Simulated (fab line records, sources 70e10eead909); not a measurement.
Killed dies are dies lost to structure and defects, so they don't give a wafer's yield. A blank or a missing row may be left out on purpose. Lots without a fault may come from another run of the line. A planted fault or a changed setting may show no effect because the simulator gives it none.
Chamber matching | flow nand_harc | NHARC_P_BONDPAD_CMP_19 on cmp-04: 4 sister chambers
The step polishes, t overpolish 30 s, cu recess touch 16 s, target thk 160.81 nm. 16 wafers are shown with their chamber, then 8 later ones without.

WAFERS WITH THEIR CHAMBER
wafer  | chamber | motor_current_A (A) | overpolish_run_s (s)
L074.1 | 0       | 11.2                | 30.000
L074.4 | 1       | 13.0                | 30.013
L074.6 | 1       | 13.2                | 30.006
L077.4 | 1       | 12.7                | 30.021
L077.5 | 2       | 12.9                | 29.993
L077.6 | 1       | 12.5                | 29.996
L081.2 | 1       | 13.0                | 29.994
L081.5 | 1       | 13.9                | 29.991
L081.6 | 2       | 13.8                | 29.995
L083.1 | 2       | 13.4                | 30.008
L083.2 | 1       | 12.9                | 29.988
L083.3 | 3       | 13.0                | 30.009
L088.1 | 1       | 14.0                | 29.985
L088.5 | 2       | 13.5                | 30.007
L088.6 | 3       | 13.0                | 30.008
L091.1 | 1       | 12.7                | 30.003

SIGNATURES (means of the wafers above)
reading          | chamber 0 | chamber 1 | chamber 2 | chamber 3 | scatter within a chamber
motor_current_A  | 11.200    | 13.100    | 13.400    | 13.000    | 0.467
overpolish_run_s | 30.00000  | 29.99967  | 30.00075  | 30.00850  | 0.0106
Rule: a wafer's distance from a chamber is the root of the sum, over the readings, of the square of ((its reading less the chamber's mean) divided by the reading's scatter). The wafer belongs to the nearest chamber; if the next one is less than 2 further off, it can't be placed. The scatter: the root of (the sum of the squares of (reading less its chamber's mean) over the shown wafers, divided by (wafers less chambers)).

WAFERS WITHOUT THEIR CHAMBER
wafer  | motor_current_A (A) | overpolish_run_s (s)
L091.2 | 13.4                | 30.003
L091.3 | 13.1                | 29.999
L093.1 | 13.5                | 30.003
L093.2 | 13.3                | 29.987
L093.4 | 13.6                | 30.005
L097.2 | 11.3                | 30.006
L097.5 | 13.5                | 29.983
L097.6 | 13.0                | 30.005

WHICH CHAMBER EACH WENT THROUGH
wafer  | from the rows above          | in truth
L091.2 | can't be placed: 2 or 1 or 3 | 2
L091.3 | can't be placed: 1 or 2 or 3 | 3
L093.1 | can't be placed: 2 or 1 or 3 | 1
L093.2 | can't be placed: 1 or 2 or 3 | 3
L093.4 | can't be placed: 2 or 1 or 3 | 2
L097.2 | 0                            | 0
L097.5 | can't be placed: 2 or 1 or 3 | 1
L097.6 | can't be placed: 3 or 1 or 2 | 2
Placed correctly: 1 of 8. Can't be placed from these rows: 7 (the true chamber is among the candidates in 7). Placed wrongly: 0.
